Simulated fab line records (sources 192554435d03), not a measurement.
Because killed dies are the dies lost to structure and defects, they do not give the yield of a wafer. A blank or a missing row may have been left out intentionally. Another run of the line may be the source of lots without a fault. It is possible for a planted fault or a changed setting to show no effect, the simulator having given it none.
Which of the tools did it? -- flow n5Finfet -- 11 lots, 33 wafers sampled, at 3 steps of a route of 1938

== WHAT THE GAUGES READ, wafer by wafer ==
N5_BEOL_M4_INSPECT_59: inspects for defects (darkfield).
lot,measured,on,rawDefectCount
L075,day 8 07:20,defectInspect-01,80 47 50
L076,day 8 18:01,defectInspect-01,129 71 82
L079,day 9 10:49,defectInspect-02,63 101 107
L081,day 9 23:04,defectInspect-01,51 106 106
L083,day 10 17:29,defectInspect-02,78 70 141
L085,day 11 06:02,defectInspect-02,42 36 42
L088,day 11 13:49,defectInspect-02,58 71 47
L089,day 11 19:38,defectInspect-01,84 57 42
L092,day 12 16:49,defectInspect-02,84 63 83
L094,day 13 07:01,defectInspect-02,70 89 49
L097,day 13 22:01,defectInspect-02,85 160 78

== WHAT TOOL EACH LOT RAN ON (gives the tool, then ch and the chambers of the sampled wafers, and finally the start) ==
lot,N5_BEOL_M4_STRIP_97,N5_BEOL_M4_ANNEAL_95
L075,"rieDiel-01 ch 1,2,3, day 8 06:07 or earlier","pvdSputter-01, day 8 06:07"
L076,"rieDiel-01 ch 0,2,3, day 8 16:47 or earlier","pvdSputter-03, day 8 16:47"
L079,"rieDiel-02 ch 1,2,3, day 9 09:35 or earlier","pvdSputter-02, day 9 09:35"
L081,"rieDiel-04 ch 0,1,3, day 9 21:50 or earlier","pvdSputter-01, day 9 21:50"
L083,"rieDiel-02 ch 0,2,3, day 10 16:17 or earlier","pvdSputter-01, day 10 16:17"
L085,"rieDiel-04 ch 0,1,3, day 11 04:49 or earlier","pvdSputter-01, day 11 04:49"
L088,"rieDiel-01 ch 1,2, day 11 12:31 or earlier","pvdSputter-02, day 11 12:31"
L089,"rieDiel-01 ch 0,2, day 11 17:53 or earlier","pvdSputter-01, day 11 17:53"
L092,"rieDiel-04 ch 0,1, day 12 15:33 or earlier","pvdSputter-03, day 12 15:33"
L094,"rieDiel-02 ch 0,3, day 13 05:47 or earlier","pvdSputter-03, day 13 05:47"
L097,"rieDiel-01 ch 2,3, day 13 20:47 or earlier","pvdSputter-01, day 13 20:47"
- N5_BEOL_M4_STRIP_97: strips in N2/H2, time 10 s.
- N5_BEOL_M4_ANNEAL_95: time 240 s.

== THE ANSWER, worked out from the rows above alone ==
Rule: the usual values come from the lots themselves. The widest of any qualifying gaps counts: lots, ordered by their means at a reading, are off when they make up no more than a third of the lots, leave a main group of 4 or more, and stand apart from it by 3 or more times the standard deviation of that group's means. A main group is skipped when, at the precision printed for the reading in the tables above, its means are all equal. Also off: a lot with no number at a reading for which 4 or more lots have one. The other lots that the step has rows for count as sound.
Nothing can be told from this: no lot is off at any reading shown.

== WHAT WAS PUT IN BY THE SIMULATOR ==
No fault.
